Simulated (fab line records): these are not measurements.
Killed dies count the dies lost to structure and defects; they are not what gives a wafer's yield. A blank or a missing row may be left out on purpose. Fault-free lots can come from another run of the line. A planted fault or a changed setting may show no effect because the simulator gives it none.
Split-lot experiment :: flow n5 finfet :: route with 1938 steps; 7 lots, 21 wafers read

## THE SPLIT
At N5_BEOL_M2_TRENCH_ETCH_37 (etches SiOC in C4F6/O2, target depth 55.555 nm, time 29.2 s), the setting time s was moved away from the recipe's 29.2 s on 8 of the 21 wafers read, by -18.0% to -7.1%. All remaining wafers had this setting at the recipe value.

## FROM THE SPLIT TO THE READING: what the file shows between them, 13 steps
- N5_BEOL_M2_ETCH_41: etches SiCN in CH3F/O2, target depth 29.9 nm, time 52.5 s
- N5_BEOL_M2_STRIP_97: strips in N2/H2, time 10 s
- N5_BEOL_M2_OCD_MEAS_38
- N5_BEOL_M2_HM_STRIP_39: strips TiN in peroxide tin strip, target depth 25 nm, time 158 s
- N5_BEOL_M2_SRD_40: time 30 s
- N5_BEOL_M2_ECD_50: material Cu, target thk 300 nm
- N5_BEOL_M2_ANNEAL_51: time 90 s
- N5_BEOL_M2_CMP_52: polishes, stops on SiOC, t overpolish 6.8 s, target thk 40 nm
- N5_BEOL_M2_THK_MEAS_53: measures by xrf
- N5_BEOL_M2_PRE_CLEAN_60: time 15 s
- N5_BEOL_M2_CO_CAP_55: material Co, precursor CCTBA/H2, target thk 2 nm, time 102.1 s
- N5_BEOL_M2_PRE_CLEAN_56: time 15 s
- N5_BEOL_M2_DEP_57: deposits SiCN from 3MS/NH3, target thk 8 nm, time 14 s

## THE READING
At N5_BEOL_M2_RS_MEAS_58, a four-point-probe measurement gives M2_RS in ohm/sq. A value of 0.671 ohm/sq with a standard deviation of 0.026 ohm/sq is what fault-free wafers of this fab line usually give.

wafer: L076.2
tool, chamber at the split: rie diel-04, 3
time s as run, s: 29.2
against the recipe: recipe
M2_RS, ohm/sq: 0.687
against lot-mates on the recipe: -

wafer: L076.4
tool, chamber at the split: rie diel-04, 3
time s as run, s: 29.2
against the recipe: recipe
M2_RS, ohm/sq: 0.733
against lot-mates on the recipe: -

wafer: L076.6
tool, chamber at the split: rie diel-04, 1
time s as run, s: 29.2
against the recipe: recipe
M2_RS, ohm/sq: 0.704
against lot-mates on the recipe: -

wafer: L081.2
tool, chamber at the split: rie diel-05, 3
time s as run, s: 29.2
against the recipe: recipe
M2_RS, ohm/sq: 0.678
against lot-mates on the recipe: -

wafer: L081.3
tool, chamber at the split: rie diel-05, 0
time s as run, s: 23.94
against the recipe: -18.0%
M2_RS, ohm/sq: 0.996
against lot-mates on the recipe: +0.318

wafer: L081.5
tool, chamber at the split: rie diel-05, 3
time s as run, s: 23.94
against the recipe: -18.0%
M2_RS, ohm/sq: 0.998
against lot-mates on the recipe: +0.320

wafer: L083.2
tool, chamber at the split: rie diel-05, 2
time s as run, s: 29.2
against the recipe: recipe
M2_RS, ohm/sq: 0.644
against lot-mates on the recipe: -

wafer: L083.5
tool, chamber at the split: rie diel-05, 3
time s as run, s: 26.92
against the recipe: -7.8%
M2_RS, ohm/sq: 0.791
against lot-mates on the recipe: +0.126

wafer: L083.6
tool, chamber at the split: rie diel-05, 2
time s as run, s: 29.2
against the recipe: recipe
M2_RS, ohm/sq: 0.686
against lot-mates on the recipe: -

wafer: L084.1
tool, chamber at the split: rie diel-05, 2
time s as run, s: 29.2
against the recipe: recipe
M2_RS, ohm/sq: 0.645
against lot-mates on the recipe: -

wafer: L084.2
tool, chamber at the split: rie diel-05, 1
time s as run, s: 29.2
against the recipe: recipe
M2_RS, ohm/sq: 0.624
against lot-mates on the recipe: -

wafer: L084.5
tool, chamber at the split: rie diel-05, 2
time s as run, s: 29.2
against the recipe: recipe
M2_RS, ohm/sq: 0.664
against lot-mates on the recipe: -

wafer: L087.1
tool, chamber at the split: rie diel-05, 1
time s as run, s: 26.66
against the recipe: -8.7%
M2_RS, ohm/sq: 0.739
against lot-mates on the recipe: +0.100

wafer: L087.4
tool, chamber at the split: rie diel-05, 1
time s as run, s: 26.66
against the recipe: -8.7%
M2_RS, ohm/sq: 0.776
against lot-mates on the recipe: +0.137

wafer: L087.6
tool, chamber at the split: rie diel-05, 2
time s as run, s: 29.2
against the recipe: recipe
M2_RS, ohm/sq: 0.639
against lot-mates on the recipe: -

wafer: L097.2
tool, chamber at the split: rie diel-03, 3
time s as run, s: 27.12
against the recipe: -7.1%
M2_RS, ohm/sq: 0.766
against lot-mates on the recipe: no lot-mate on the recipe

wafer: L097.4
tool, chamber at the split: rie diel-03, 2
time s as run, s: 27.12
against the recipe: -7.1%
M2_RS, ohm/sq: 0.731
against lot-mates on the recipe: no lot-mate on the recipe

wafer: L097.6
tool, chamber at the split: rie diel-03, 0
time s as run, s: 27.12
against the recipe: -7.1%
M2_RS, ohm/sq: 0.741
against lot-mates on the recipe: no lot-mate on the recipe

wafer: L096.1
tool, chamber at the split: rie diel-05, 3
time s as run, s: 29.2
against the recipe: recipe
M2_RS, ohm/sq: 0.701
against lot-mates on the recipe: -

wafer: L096.5
tool, chamber at the split: rie diel-05, 0
time s as run, s: 29.2
against the recipe: recipe
M2_RS, ohm/sq: 0.681
against lot-mates on the recipe: -

wafer: L096.6
tool, chamber at the split: rie diel-05, 1
time s as run, s: 29.2
against the recipe: recipe
M2_RS, ohm/sq: 0.669
against lot-mates on the recipe: -

FIT RESULTS
A straight line over all 21 wafers: M2_RS changes by -0.0161 ohm/sq for each +1% of time s; r = -0.94; the points scatter about the line by 0.036 ohm/sq.
The same after taking each lot's own level away (the mean of its wafers on the recipe; 18 wafers): -0.017 ohm/sq for each +1%; r = -0.98; scatter 0.019 ohm/sq.
The reading moves by 0.31 ohm/sq for the largest change in time s, on that fit.
The span of the lots' own levels, 0.6390 to 0.7080 ohm/sq, comes to 2.7 times the standard deviation stated above.
Hence the lot-to-lot level has little effect on the slope; both slopes agree.
Check: +0.297 ohm/sq against its lot-mates is what the line predicts for one of the wafers moved furthest among these (-18.0%) when that wafer is left out of the fit. It came out at +0.318 ohm/sq against them.

## OTHER SPLITS ON THESE WAFERS
Before the reading, these wafers also passed through other splits. Each is held against what the fit with the lots' levels taken away leaves over:
other split on the same wafers: N5_BEOL_M2_ILD_DEP_00 time s
wafers away from the commonest value: 6
r with M2_RS (lot level and that fit taken away): -0.14

other split on the same wafers: N5_BEOL_M2_EXPOSE_08 dose mj
wafers away from the commonest value: 5
r with M2_RS (lot level and that fit taken away): +0.11

other split on the same wafers: N5_BEOL_M2_VIA_ETCH_34 source w
wafers away from the commonest value: 2
r with M2_RS (lot level and that fit taken away): -0.02

## THE WHOLE CHAIN: every reading that the file lists as answering this split, in the file's order
step: N5_BEOL_M2_TRENCH_ETCH_37
what it does: etches SiOC in C4F6/O2, target depth 55.555 nm, time 29.2 s
reading: BEOL_M2.feature depth nm (the simulator's own value, which no gauge read)
change (the file's fit): +0.566 nm for each +1% of the setting
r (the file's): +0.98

step: N5_BEOL_M2_TRENCH_ETCH_37
what it does: etches SiOC in C4F6/O2, target depth 55.555 nm, time 29.2 s
reading: etch.depth nm (the simulator's own value, which no gauge read)
change (the file's fit): +0.565 nm for each +1% of the setting
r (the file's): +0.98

step: N5_BEOL_M2_OCD_MEAS_38
what it does: 
reading: trench depth nm
change (the file's fit): +0.559 nm for each +1% of the setting
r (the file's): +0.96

step: N5_BEOL_M2_CMP_52
what it does: polishes, stops on SiOC, t overpolish 6.8 s, target thk 40 nm
reading: Cu_of_BEOL_M2_ECD_50.thk nm (the simulator's own value, which no gauge read)
change (the file's fit): +0.579 nm for each +1% of the setting
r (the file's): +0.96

step: N5_BEOL_M2_THK_MEAS_53
what it does: measures by xrf
reading: M2_THK
change (the file's fit): +0.575 for each +1% of the setting
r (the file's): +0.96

step: N5_BEOL_M2_RS_MEAS_58
what it does: measures by four-point-probe
reading: M2_RS
change (the file's fit): -0.0168 for each +1% of the setting
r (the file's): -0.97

## FILE'S OWN FIT
M2_RS changes by -0.0168 ohm/sq for each +1% of time s, r = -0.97.
